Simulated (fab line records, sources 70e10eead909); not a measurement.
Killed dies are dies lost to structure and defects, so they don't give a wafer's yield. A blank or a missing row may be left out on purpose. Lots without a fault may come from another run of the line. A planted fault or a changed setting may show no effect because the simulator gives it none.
Which tool did it? | flow nand_harc | 12 lots, 36 wafers sampled, at 5 steps of a route of 1302

WHAT THE GAUGES READ, wafer by wafer
NHARC_A_M0_INSPECT_27. Usual: raw_defect_count 556, standard deviation 130.
lot  | measured     | on                | raw_defect_count | flag
L261 | day 23 07:55 | defect_inspect-01 | 591 805 661      |
L263 | day 23 18:49 | defect_inspect-02 | 568 681 639      |
L264 | day 24 08:38 | defect_inspect-01 | 648 898 451      |
L265 | day 25 13:08 | defect_inspect-01 | 706 576 421      |
L266 | day 25 17:17 | defect_inspect-01 | 442 481 370      |
L267 | day 26 00:15 | defect_inspect-02 | 550 558 711      |
L270 | day 26 20:45 | defect_inspect-02 | 494 474 552      |
L271 | day 27 02:49 | defect_inspect-01 | 384 340 332      |
L274 | day 28 22:53 | defect_inspect-02 | 556 431 516      |
L273 | day 29 00:17 | defect_inspect-02 | 626 644 578      |
L279 | day 30 16:34 | defect_inspect-01 | 674 589 953      |
L283 | day 32 18:46 | defect_inspect-02 | 424 495 460      |

NHARC_END_SORT_01. Usual: defect_limited_yield 92.0 %, standard deviation 2.4; killed_at_array 50, standard deviation 16; killed_at_other 0.8, standard deviation 1; killed_at_periphery 4, standard deviation 3.1; killed_dies 54, standard deviation 16; killed_open 3.2, standard deviation 2; killed_short 2.5, standard deviation 1.6; sort_bin_2_pct 2.8 %, standard deviation 1; sort_bin_3_pct 0.6 %, standard deviation 0.35; sort_bin_4_pct 4.6 %, standard deviation 1.4; sort_n_pass 623, standard deviation 16; sort_rim_yield_pct 90 %, standard deviation 4.3; sort_yield_pct 92.0 %, standard deviation 2.4.
lot  | measured     | on        | defect_limited_yield (%) | killed_at_array | killed_at_other | killed_at_periphery | killed_dies | killed_open | killed_short | sort_bin_2_pct (%) | sort_bin_3_pct (%) | sort_bin_4_pct (%) | sort_n_pass | sort_rim_yield_pct (%) | sort_yield_pct (%) | flag
L261 | day 24 21:14 | prober-02 | 91.3 91.4 91.1           | 56 57 58        | 2 0 0           | 1 1 2               | 59 58 60    | 0 0 2       | 1 0 3        | 4.0 3.7 3.5        | 0.9 1.0 0.7        | 3.8 3.8 4.6        | 618 619 617 | 91 99 90               | 91.3 91.4 91.1     |
L263 | day 25 12:25 | prober-02 | 91.6 90.4 91.1           | 54 62 56        | 2 0 3           | 1 3 1               | 57 65 60    | 1 4 2       | 1 2 2        | 3.4 2.4 2.8        | 0.4 0.4 0.9        | 4.6 6.8 5.2        | 620 612 617 | 84 93 81               | 91.6 90.4 91.1     |
L264 | day 25 21:40 | prober-01 | 94.4 90.3 93.4           | 35 60 41        | 2 2 1           | 1 4 3               | 38 66 45    | 2 1 3       | 1 1 1        | 2.1 3.7 2.4        | 0.6 0.3 0.4        | 3.0 5.8 3.8        | 639 611 632 | 89 94 88               | 94.4 90.3 93.4     |
L265 | day 27 01:48 | prober-02 | 94.2 90.3 94.8           | 39 62 31        | 0 0 1           | 0 4 3               | 39 66 35    | 0 3 2       | 1 8 2        | 1.6 3.5 2.1        | 0.1 0.4 0          | 4.0 5.8 3.1        | 638 611 642 | 92 94 92               | 94.2 90.3 94.8     |
L266 | day 27 10:20 | prober-01 | 91.7 93.4 90.1           | 47 41 62        | 1 0 0           | 8 4 5               | 56 45 67    | 4 3 5       | 3 1 1        | 3.0 2.2 3.2        | 0.3 0.3 0.4        | 5.0 4.1 6.2        | 621 632 610 | 98 89 99               | 91.7 93.4 90.1     |
L267 | day 27 13:22 | prober-02 | 91.0 94.2 91.1           | 54 38 58        | 1 0 1           | 6 1 1               | 61 39 60    | 7 6 1       | 2 1 8        | 2.4 2.4 2.4        | 1.2 0.6 1.2        | 5.5 2.8 5.3        | 616 638 617 | 96 88 92               | 91.0 94.2 91.1     |
L270 | day 28 10:25 | prober-02 | 92.6 92.3 92.0           | 40 44 45        | 0 0 0           | 10 8 9              | 50 52 54    | 5 4 3       | 3 4 4        | 1.8 2.7 1.8        | 0.1 0.3 0.1        | 5.5 4.7 6.1        | 627 625 623 | 90 90 94               | 92.6 92.3 92.0     |
L271 | day 28 17:21 | prober-02 | 89.5 89.2 92.5           | 59 63 44        | 3 1 3           | 9 9 4               | 71 73 51    | 8 3 0       | 3 3 4        | 4.3 4.0 2.2        | 0.9 0.6 0.4        | 5.3 6.2 4.9        | 606 604 626 | 85 85 85               | 89.5 89.2 92.5     |
L274 | day 30 16:38 | prober-02 | 89.2 89.8 92.0           | 64 65 53        | 1 0 0           | 8 4 1               | 73 69 54    | 4 3 3       | 3 3 4        | 3.7 4.0 3.2        | 0.6 1.0 0.6        | 6.5 5.2 4.1        | 604 608 623 | 87 91 87               | 89.2 89.8 92.0     |
L273 | day 30 09:39 | prober-01 | 92.9 89.5 86.1           | 48 67 90        | 0 0 1           | 0 4 3               | 48 71 94    | 1 5 4       | 2 4 4        | 2.4 4.1 5.6        | 0.7 0.9 1.3        | 4.0 5.5 6.9        | 629 606 583 | 88 82 89               | 92.9 89.5 86.1     |
L279 | day 32 08:39 | prober-01 | 89.7 91.0 91.1           | 69 58 56        | 1 2 3           | 0 1 1               | 70 61 60    | 0 3 8       | 5 5 2        | 4.0 3.7 4.1        | 0.6 0.4 0.4        | 5.8 4.9 4.3        | 607 616 617 | 84 86 86               | 89.7 91.0 91.1     |
L283 | day 34 08:59 | prober-01 | 93.1 95.6 92.0           | 36 22 43        | 0 0 2           | 11 8 9              | 47 30 54    | 3 3 3       | 2 0 4        | 2.1 1.8 3.1        | 0.4 0.1 0.6        | 4.4 2.5 4.3        | 630 647 623 | 92 94 89               | 93.1 95.6 92.0     |

WHICH TOOL RAN EACH LOT (tool, then ch and the chambers of the sampled wafers, then the start)
lot  | NHARC_A_M0_PRE_CLEAN_29                 | NHARC_A_M1_ETCH_35                 | NHARC_A_M1_PVD_20
L261 | pvd_sputter-01, day 23 07:55 or earlier | rie_diel-05 ch 1,2,3, day 23 09:35 | pvd_sputter-01, day 24 21:14 or earlier
L263 | pvd_sputter-03, day 23 18:49 or earlier | rie_diel-05 ch 0,1,3, day 23 20:36 | pvd_sputter-01, day 25 12:25 or earlier
L264 | pvd_sputter-02, day 24 08:38 or earlier | rie_diel-04 ch 1,2,3, day 24 10:11 | pvd_sputter-02, day 25 21:40 or earlier
L265 | pvd_sputter-02, day 25 13:08 or earlier | rie_diel-04 ch 1,3, day 25 14:41   | pvd_sputter-02, day 27 01:48 or earlier
L266 | pvd_sputter-02, day 25 17:17 or earlier | rie_diel-04 ch 0,2, day 25 18:48   | pvd_sputter-01, day 27 10:20 or earlier
L267 | pvd_sputter-01, day 26 00:15 or earlier | rie_diel-05 ch 0,3, day 26 01:47   | pvd_sputter-03, day 27 13:22 or earlier
L270 | pvd_sputter-03, day 26 20:45 or earlier | rie_diel-06 ch 0,2, day 26 22:35   | pvd_sputter-02, day 28 10:25 or earlier
L271 | pvd_sputter-01, day 27 02:49 or earlier | rie_diel-06 ch 0,1,2, day 27 04:23 | pvd_sputter-02, day 28 17:21 or earlier
L274 | pvd_sputter-01, day 28 22:53 or earlier | rie_diel-04 ch 0,1,3, day 29 00:38 | pvd_sputter-03, day 30 16:38 or earlier
L273 | pvd_sputter-02, day 29 00:17 or earlier | rie_diel-06 ch 1,2,3, day 29 02:00 | pvd_sputter-02, day 30 09:39 or earlier
L279 | pvd_sputter-02, day 30 16:34 or earlier | rie_diel-06 ch 0,2,3, day 30 18:13 | pvd_sputter-01, day 32 08:39 or earlier
L283 | pvd_sputter-03, day 32 18:46 or earlier | rie_diel-04 ch 0,1,3, day 32 20:36 | pvd_sputter-02, day 34 08:59 or earlier
- NHARC_A_M0_PRE_CLEAN_29: time 30 s.
- NHARC_A_M1_ETCH_35: etches the open film in N2/H2, target depth 40 nm, overetch 12 nm, time 43.94 s.
- NHARC_A_M1_PVD_20: deposits TaN, target thk 5 nm, time 8.06 s.

WHAT THE TOOLS THEMSELVES READ (means of the sampled wafers that have a number; where no wafer has one, the mark that the record gives instead)
NHARC_A_M0_PRE_CLEAN_29. Usual: heater_power_w 409 W, standard deviation 26.
lot  | tool           | heater_power_w (W) | flag
L261 | pvd_sputter-01 | 404                |
L263 | pvd_sputter-03 | 417                |
L264 | pvd_sputter-02 | 410                |
L265 | pvd_sputter-02 | 415                |
L266 | pvd_sputter-02 | 397                |
L267 | pvd_sputter-01 | 411                |
L270 | pvd_sputter-03 | 412                |
L271 | pvd_sputter-01 | 400                |
L274 | pvd_sputter-01 | 417                |
L273 | pvd_sputter-02 | 392                |
L279 | pvd_sputter-02 | 404                |
L283 | pvd_sputter-03 | 392                |

NHARC_A_M1_ETCH_35. Usual: drypump_motor_current_A 5.93 A, standard deviation 0.3; oes_product_au 1.000 a.u., standard deviation 0.0096; rf_vpp_V 430.3 V, standard deviation 1.9; run_length_s 65.2 s, standard deviation 0.38; showerhead_plenum_p_Torr 2.04 Torr, standard deviation 0.063; throttle_valve_pct 14.173 %, standard deviation 0.0091.
lot  | tool        | drypump_motor_current_A (A) | oes_product_au (a.u.) | rf_vpp_V (V) | run_length_s (s) | showerhead_plenum_p_Torr (Torr) | throttle_valve_pct (%) | flag
L261 | rie_diel-05 | 5.95                        | 0.989                 | 430.6        | 65.2             | 2.06                            | 14.175                 |
L263 | rie_diel-05 | 5.92                        | 0.993                 | 431.1        | 65.2             | 2.05                            | 14.180                 |
L264 | rie_diel-04 | 5.87                        | 1.010                 | 430.8        | 65.4             | 2.05                            | 14.179                 |
L265 | rie_diel-04 | 5.91                        | 1.010                 | 430.1        | 64.9             | 2.00                            | 14.177                 |
L266 | rie_diel-04 | 6.04                        | 1.011                 | 432.7        | 65.5             | 2.09                            | 14.161                 |
L267 | rie_diel-05 | 6.05                        | 0.996                 | 429.6        | 64.9             | 2.02                            | 14.179                 |
L270 | rie_diel-06 | 5.52                        | 0.984                 | 428.0        | 65.0             | 1.96                            | 14.183                 |
L271 | rie_diel-06 | 5.69                        | 0.995                 | 429.2        | 64.6             | 2.00                            | 14.165                 |
L274 | rie_diel-04 | 5.92                        | 0.997                 | 430.8        | 65.3             | 2.02                            | 14.177                 |
L273 | rie_diel-06 | 5.98                        | 0.994                 | 431.1        | 64.9             | 2.07                            | 14.173                 |
L279 | rie_diel-06 | 5.83                        | 0.993                 | 430.8        | 61.1             | 2.04                            | 14.179                 | OFF
L283 | rie_diel-04 | 5.92                        | 1.003                 | 429.8        | 65.2             | 2.02                            | 14.159                 |

NHARC_A_M1_PVD_20. Usual: throttle_valve_pct 29.6 %, standard deviation 0.54.
lot  | tool           | throttle_valve_pct (%) | flag
L261 | pvd_sputter-01 | 29.9                   |
L263 | pvd_sputter-01 | 29.4                   |
L264 | pvd_sputter-02 | 29.3                   |
L265 | pvd_sputter-02 | 29.7                   |
L266 | pvd_sputter-01 | 29.7                   |
L267 | pvd_sputter-03 | 30.1                   |
L270 | pvd_sputter-02 | 29.4                   |
L271 | pvd_sputter-02 | 29.2                   |
L274 | pvd_sputter-03 | 30.3                   |
L273 | pvd_sputter-02 | 29.4                   |
L279 | pvd_sputter-01 | 29.4                   |
L283 | pvd_sputter-02 | 29.3                   |

THE ANSWER, worked out from the rows above alone
Rule: a lot is off if the mean of its wafers that have a number lies more than 3 standard deviations from the usual mean. A lot without any number at a reading at which 4 lots or more have one is off too. The other lots that the step has rows for count as sound. The gauges are gone through in route order, then the tools' own readings, and for those a lot's mean is taken as printed above. The first step at which some lot is off is used, and at that step the reading that is off furthest; a lot without a number counts as furthest.
Off: L279, at NHARC_A_M1_ETCH_35 (run_length_s).
A tool fits if, at that step or a process step before it, it ran every lot that is off, and no sound lot after the first of them. NHARC_A_M0_PRE_CLEAN_29 gives no start for some lots, so the hours and the order of its lots are those of NHARC_A_M0_INSPECT_27. Can't be told from this: 2 tools fit, pvd_sputter-02 at NHARC_A_M0_PRE_CLEAN_29, rie_diel-06 at NHARC_A_M1_ETCH_35.

WHAT THE SIMULATOR HAD PUT IN
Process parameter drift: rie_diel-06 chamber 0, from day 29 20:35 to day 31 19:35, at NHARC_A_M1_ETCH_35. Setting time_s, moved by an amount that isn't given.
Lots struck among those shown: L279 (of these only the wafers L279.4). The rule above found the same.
